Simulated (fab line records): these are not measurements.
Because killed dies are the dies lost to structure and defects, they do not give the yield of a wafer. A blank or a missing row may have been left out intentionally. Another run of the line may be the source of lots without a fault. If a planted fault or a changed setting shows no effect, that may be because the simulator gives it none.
Lot-split experiment -- flow n5_finfet -- on a route of 1938 steps: 7 lots, 21 wafers read

## ABOUT THE SPLIT
At N5_BEOL_M14_ILD_DEP_00 (deposits SiO2 from TEOS/O2, target thk 1119.3 nm, time 237.4 s), the setting temp_c was moved away from the recipe's 400 C on 9 of the 21 wafers read, by -2.0% to +1.8%. All remaining wafers had this setting at the recipe value.

Split to reading: the file shows no intervening step.

## THE READING
M14_ILD_THK, in nm, at N5_BEOL_M14_THK_MEAS_01. On this fab line, fault-free wafers typically give 1121 nm with a standard deviation of 13 nm.

wafer,"tool, chamber at the split","temp_c as run, C",against the recipe,"M14_ILD_THK, nm",against lot-mates on the recipe
L074.1,"pecvd-02, 2",392.1,-2.0%,1159,+36
L074.2,"pecvd-02, 1",400,recipe,1110,-
L074.6,"pecvd-02, 2",400,recipe,1137,-
L076.1,"pecvd-02, 1",400,recipe,1108,-
L076.3,"pecvd-02, 2",400,recipe,1106,-
L076.6,"pecvd-02, 2",392.8,-1.8%,1178,+71
L079.2,"pecvd-02, 2",393.3,-1.7%,1173,+28
L079.4,"pecvd-02, 0",400,recipe,1145,-
L079.6,"pecvd-02, 2",393.3,-1.7%,1179,+34
L081.3,"pecvd-03, 0",400,recipe,1105,-
L081.4,"pecvd-03, 0",400,recipe,1123,-
L081.6,"pecvd-03, 1",400,recipe,1119,-
L095.1,"pecvd-01, 1",394.8,-1.3%,1157,+25
L095.4,"pecvd-01, 1",394.8,-1.3%,1163,+31
L095.5,"pecvd-01, 2",400,recipe,1132,-
L097.1,"pecvd-01, 1",400,recipe,1098,-
L097.2,"pecvd-01, 2",400,recipe,1102,-
L097.5,"pecvd-01, 2",407.3,+1.8%,1063,-37
L094.1,"pecvd-01, 2",400,recipe,1099,-
L094.3,"pecvd-01, 1",405,+1.2%,1058,-41
L094.6,"pecvd-01, 2",405,+1.2%,1082,-17

THE FIT
A straight line over all 21 wafers: M14_ILD_THK changes by -32.2 nm for each +1% of temp_c; r = -0.93; the points scatter about the line by 14 nm.
The same after taking each lot's own level away (the mean of its wafers on the recipe; 21 wafers): -22.7 nm for each +1%; r = -0.92; scatter 10 nm.
The reading moves by 45 nm for the largest change in temp_c, on that fit.
Measured against the standard deviation above, the lots' own levels, which go from 1099.0 to 1145.0 nm, span 3.5 times it.
Thus the slope moves with the lot-to-lot level: the two fits are different.
Check: with one of the wafers moved furthest among these (-2.0%) left out of the fit, the line predicts +47.4 nm for it against its lot-mates. It came out at +35.5 nm against them.

## THE OTHER SPLITS THESE WAFERS WENT THROUGH
Note: prior to the reading, these wafers also went through further splits. Each is held against what the fit with the lots' levels taken away leaves over:
other split on the same wafers,wafers away from the commonest value,r with M14_ILD_THK (lot level and that fit taken away)
N5_BEOL_M13_EXPOSE_25 dose_mj,4,+0.14
N5_BEOL_M13_ETCH_68 time_s,8,-0.14
N5_BEOL_M13_SPUTTER_44 time_s,8,-0.02

## THE WHOLE CHAIN: every reading that the file lists as answering this split, in the file's order
step,what it does,reading,change (the file's fit),r (the file's)
N5_BEOL_M14_ILD_DEP_00,"deposits SiO2 from TEOS/O2, target thk 1119.3 nm, time 237.4 s","SiO2_of_BEOL_M14_ILD_DEP_00.thk_nm (the simulator's own value, which no gauge read)",-23.7 nm for each +1% of the setting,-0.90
N5_BEOL_M14_THK_MEAS_01,,M14_ILD_THK,-23.7 for each +1% of the setting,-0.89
N5_BEOL_M14_VIA_ETCH_16,"etches SiO2 in C4F8/O2/Ar, target depth 1231.3 nm","etch.depth_nm (the simulator's own value, which no gauge read)",-23.7 nm for each +1% of the setting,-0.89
N5_BEOL_M14_VIA_ETCH_16,"etches SiO2 in C4F8/O2/Ar, target depth 1231.3 nm","coat_of_BEOL_M14_COAT_04.thk_nm (the simulator's own value, which no gauge read)",+6.14 nm for each +1% of the setting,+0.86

## THE FILE'S OWN FIT
M14_ILD_THK changes by -23.7 nm for each +1% of temp_c, r = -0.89.
